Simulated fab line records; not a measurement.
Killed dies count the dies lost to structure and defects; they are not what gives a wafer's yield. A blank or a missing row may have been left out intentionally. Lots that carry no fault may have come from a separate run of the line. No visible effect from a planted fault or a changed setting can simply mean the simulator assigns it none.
Comparing a struck lot with a sound one | flow n5-finfet | 22 out of 1938 route steps
Sound: the wafers L329.2, L329.4, L329.6. The struck wafers were L326.1, L326.2, L326.6. The cause comes at the end.
For every step that has rows: the tool of each side, followed by ch and its chambers, followed by its first start. Under that, the readings that differ: sound wafers | struck wafers | difference of the means | sigmas: that difference in standard deviations of wafers without a fault.
alike: same words and numbers on both sides, and readings whose means sit less than 2 such deviations apart. not compared: any withheld reading, any reading some wafer has no value for, any bound like >300 that may hide the same value, and any number with overlapping values for which the record gives no deviation.
Wherever a step has rows on one side only, a row that says differs or no value, or a row with sigmas, the two part there. Numbers that don't overlap but have no deviation are shown without sigmas and don't part them. A reading that every wafer of one side lacks parts them only if that side has two wafers or more.

first, 7 steps without rows for these wafers: N5_BEOL_M2_COAT_73 (time 60 s, resist thk 5 nm); N5_BEOL_M2_COAT_05 (resist thk 30 nm); N5_BEOL_M2_EBR_07; N5_BEOL_M2_SOFTBAKE_06 (time 60 s); N5_BEOL_M2_EXPOSE_08 (exposes mask M2); N5_BEOL_M2_PEB_09 (peb time 60 s); N5_BEOL_M2_DEVELOP_10 (develop time 30 s).
N5_BEOL_M2_CD_MEAS_11: the cd target is 16.79 nm.
  sound on cd-sem-01 ch 0, day 9 23:22; struck on cd-sem-01 ch 0, day 9 16:35
  alike: cd-nm
N5_BEOL_M2_OVL_MEAS_12:
  sound on overlay-02 ch 0, day 9 23:23; struck on overlay-01 ch 0, day 9 16:37
  alike: M2_OVL
N5_BEOL_M2_INSPECT_13: inspects for defects (brightfield).
  struck on defect-inspect-02, day 9 16:41; sound on defect-inspect-01, day 9 23:27
  alike: raw-defect-count
N5_BEOL_M2_DESCUM_16: chemistry O2, time 7 s.
  sound on rie-diel-04 ch 0,1,3, day 9 23:58; struck on rie-diel-05 ch 2,3, day 9 16:53
  alike: drypump-motor-current-A, oes-product-au, rf-vpp-V, showerhead-plenum-p-Torr, throttle-valve-pct
  not compared: rf-hours-counter-h
N5_BEOL_M2_ETCH_74: etches underlayer in N2/H2, target depth 6.5 nm, time 5.2 s.
  sound on rie-diel-04 ch 0,1,3, day 10 00:01; struck on rie-diel-05 ch 2,3, day 9 16:55
  alike: bias-w, chamber-pressure-mTorr, drypump-motor-current-A, etch-rf-on-time-s, oes-product-au, rf-vpp-V, showerhead-plenum-p-Torr, throttle-valve-pct
  not compared: rf-hours-counter-h
N5_BEOL_M2_ETCH_63: etches SiARC in CF4, target depth 15.6 nm, time 26 s.
  sound on rie-diel-04 ch 0,1,3, day 10 00:02; struck on rie-diel-05 ch 2,3, day 9 16:56
  no value came back on the struck wafers for any of 8 readings (bias-w (W), cf4-flow-sccm (sccm) and others); on the sound wafers bias-w (W) reads 36.04 35.73 35.86
  not compared: rf-hours-counter-h
N5_BEOL_M2_ETCH_64: etches SOC in N2/H2, target depth 75 nm, overetch 22.5 nm, time 121.9 s.
  sound on rie-diel-04 ch 0,1,3, day 10 00:03; struck on rie-diel-05 ch 2,3, day 9 16:58
  reading               | sound          | struck         | difference | sigmas
  oes-product-au (a.u.) | 0.63 0.61 0.58 | 0.26 0.27 0.26 | -0.34      | -6
  alike: bias-w, chamber-pressure-mTorr, drypump-motor-current-A, rf-vpp-V, showerhead-plenum-p-Torr, throttle-valve-pct
  not compared: rf-hours-counter-h
then, 2 steps without rows for these wafers: N5_BEOL_M2_STRIP_65 (strips in N2/H2); N5_BEOL_M2_STRIP_75 (strips in N2/H2).
N5_BEOL_M2_STRIP_66: strips in CF4.
  sound on rie-diel-04 ch 0,1,3, day 10 00:11; struck on rie-diel-05 ch 2,3, day 9 17:06
  alike: cf4-flow-sccm, drypump-motor-current-A, oes-product-au, rf-vpp-V, showerhead-plenum-p-Torr, throttle-valve-pct
  not compared: rf-hours-counter-h
N5_BEOL_M2_HM_OPEN_17: chemistry Cl2/BCl3, target TiN, target depth 20 nm, overetch 6 nm.
  sound on rie-metal-03 ch 0,1, day 10 00:14; struck on rie-metal-02 ch 0,1, day 9 17:08
  reading                | sound             | struck            | difference | sigmas
  oes-product-au (a.u.)  | 0.73 0.74 0.83    | 0.30 0.29 0.28    | -0.48      | -5
  throttle-valve-pct (%) | 21.82 21.82 22.02 | 22.86 22.60 22.61 | +0.80      | +6
  alike: drypump-motor-current-A
  not compared: rf-hours-counter-h
N5_BEOL_M2_STRIP_19: strips in O2.
  sound on rie-diel-01 ch 0,1, day 10 00:20; struck on rie-diel-04 ch 0,2,3, day 9 17:15
  alike: drypump-motor-current-A, oes-product-au, rf-vpp-V, showerhead-plenum-p-Torr, throttle-valve-pct
  not compared: rf-hours-counter-h
N5_BEOL_M2_CD_MEAS_18: pitch 36 nm, target cd 18 nm.
  struck on cd-sem-03, day 9 17:19; sound on cd-sem-01, day 10 00:26
  reading    | sound          | struck | difference                    | sigmas
  cd-nm (nm) | 18.1 17.5 18.3 | - - -  | no value on the struck wafers |
then, 1 step without rows for these wafers: N5_BEOL_M2_COAT_67 (time 60 s, resist thk 60 nm).
N5_BEOL_M4_RC_MEAS_101:
  the record has rows for the sound wafers here (prober-01 ch 0, day 11 12:42) and none for the struck ones

== WHERE THEY PART ==
Last at N5_BEOL_M4_RC_MEAS_101 as far as this record goes, first at N5_BEOL_M2_ETCH_63.

WHY: the cause the simulator had injected
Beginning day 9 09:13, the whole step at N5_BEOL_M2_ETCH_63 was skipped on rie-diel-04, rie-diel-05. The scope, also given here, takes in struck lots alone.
